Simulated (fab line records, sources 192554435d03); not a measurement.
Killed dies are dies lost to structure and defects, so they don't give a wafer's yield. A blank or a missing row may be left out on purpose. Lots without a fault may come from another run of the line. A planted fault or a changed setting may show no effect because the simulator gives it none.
Split-lot experiment | flow n5_finfet | 7 lots, 39 wafers read, on a route of 1938 steps

THE SPLIT
At N5_DUMMY_GATE_ETCH_32 (etches SiO2 in CF4, target depth 3.5 nm, time 3.9 s), the setting time_s was moved away from the recipe's 3.9 s on 18 of the 39 wafers read, by -19.9% to +17.9%. The other wafers ran this setting at the recipe's value.

The reading is taken at the split's own step.

THE READING
etch.depth_nm (the simulator's own value, which no gauge read), in nm, at N5_DUMMY_GATE_ETCH_32 (etches SiO2 in CF4, target depth 3.5 nm, time 3.9 s). The file gives no usual value for it. The 21 wafers here that ran the recipe average 3.473 nm, standard deviation 0.037 nm.

wafer  | tool, chamber at the split | time_s as run, s | against the recipe | etch.depth_nm, nm | against lot-mates on the recipe
L074.1 | rie_si-02, 3               | 3.9              | recipe             | 3.441             | -
L074.2 | rie_si-02, 2               | 4.344            | +11.4%             | 3.861             | +0.417
L074.3 | rie_si-02, 0               | 3.9              | recipe             | 3.433             | -
L074.4 | rie_si-02, 1               | 4.344            | +11.4%             | 3.856             | +0.412
L074.5 | rie_si-02, 2               | 3.9              | recipe             | 3.459             | -
L074.6 | rie_si-02, 3               | 4.344            | +11.4%             | 3.839             | +0.395
L075.1 | rie_si-03, 2               | 3.9              | recipe             | 3.461             | -
L075.3 | rie_si-03, 0               | 3.9              | recipe             | 3.444             | -
L075.5 | rie_si-03, 1               | 3.9              | recipe             | 3.517             | -
L081.1 | rie_si-03, 2               | 3.122            | -19.9%             | 2.85              | -0.674
L081.2 | rie_si-03, 1               | 3.9              | recipe             | 3.549             | -
L081.3 | rie_si-03, 3               | 3.9              | recipe             | 3.551             | -
L081.4 | rie_si-03, 0               | 3.122            | -19.9%             | 2.802             | -0.722
L081.5 | rie_si-03, 0               | 3.9              | recipe             | 3.471             | -
L081.6 | rie_si-03, 1               | 3.122            | -19.9%             | 2.847             | -0.677
L084.1 | rie_si-01, 2               | 3.9              | recipe             | 3.425             | -
L084.2 | rie_si-01, 1               | 4.598            | +17.9%             | 4.096             | +0.639
L084.6 | rie_si-01, 1               | 4.598            | +17.9%             | 4.096             | +0.639
L084.3 | rie_si-01, 3               | 3.9              | recipe             | 3.446             | -
L084.4 | rie_si-01, 0               | 3.9              | recipe             | 3.501             | -
L084.5 | rie_si-01, 0               | 4.598            | +17.9%             | 4.109             | +0.652
L090.1 | rie_si-03, 3               | 3.9              | recipe             | 3.477             | -
L090.2 | rie_si-03, 2               | 3.9              | recipe             | 3.492             | -
L090.3 | rie_si-03, 1               | 3.306            | -15.2%             | 2.977             | -0.502
L090.4 | rie_si-03, 0               | 3.306            | -15.2%             | 2.923             | -0.556
L090.5 | rie_si-03, 2               | 3.306            | -15.2%             | 2.974             | -0.505
L090.6 | rie_si-03, 3               | 3.9              | recipe             | 3.467             | -
L093.1 | rie_si-01, 2               | 4.566            | +17.1%             | 3.983             | +0.535
L093.2 | rie_si-01, 3               | 4.566            | +17.1%             | 4.039             | +0.591
L093.3 | rie_si-01, 1               | 4.566            | +17.1%             | 4.019             | +0.571
L093.4 | rie_si-01, 0               | 3.9              | recipe             | 3.472             | -
L093.5 | rie_si-01, 3               | 3.9              | recipe             | 3.41              | -
L093.6 | rie_si-01, 0               | 3.9              | recipe             | 3.461             | -
L094.1 | rie_si-02, 0               | 4.325            | +10.9%             | 3.839             | +0.353
L094.2 | rie_si-02, 2               | 3.9              | recipe             | 3.496             | -
L094.3 | rie_si-02, 3               | 3.9              | recipe             | 3.514             | -
L094.4 | rie_si-02, 1               | 4.325            | +10.9%             | 3.858             | +0.372
L094.5 | rie_si-02, 0               | 4.325            | +10.9%             | 3.847             | +0.361
L094.6 | rie_si-02, 1               | 3.9              | recipe             | 3.449             | -

THE FIT
A straight line over all 39 wafers: etch.depth_nm changes by +0.0332 nm for each +1% of time_s; r = +1.00; the points scatter about the line by 0.034 nm.
The same after taking each lot's own level away (the mean of its wafers on the recipe; 39 wafers): +0.0345 nm for each +1%; r = +1.00; scatter 0.026 nm.
On that fit, the largest move of time_s shifts the reading by 0.69 nm.
The lots' own levels span 3.4443 to 3.5237 nm, that is 2.1 times the standard deviation above.
So the lot-to-lot level changes the slope little: the two slopes agree.
Check: with one of the wafers moved furthest among these (-19.9%) left out of the fit, the line predicts -0.691 nm for it against its lot-mates. It came out at -0.674 nm against them.

THE FILE'S OWN FIT
etch.depth_nm changes by +0.0345 nm for each +1% of time_s, r = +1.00.
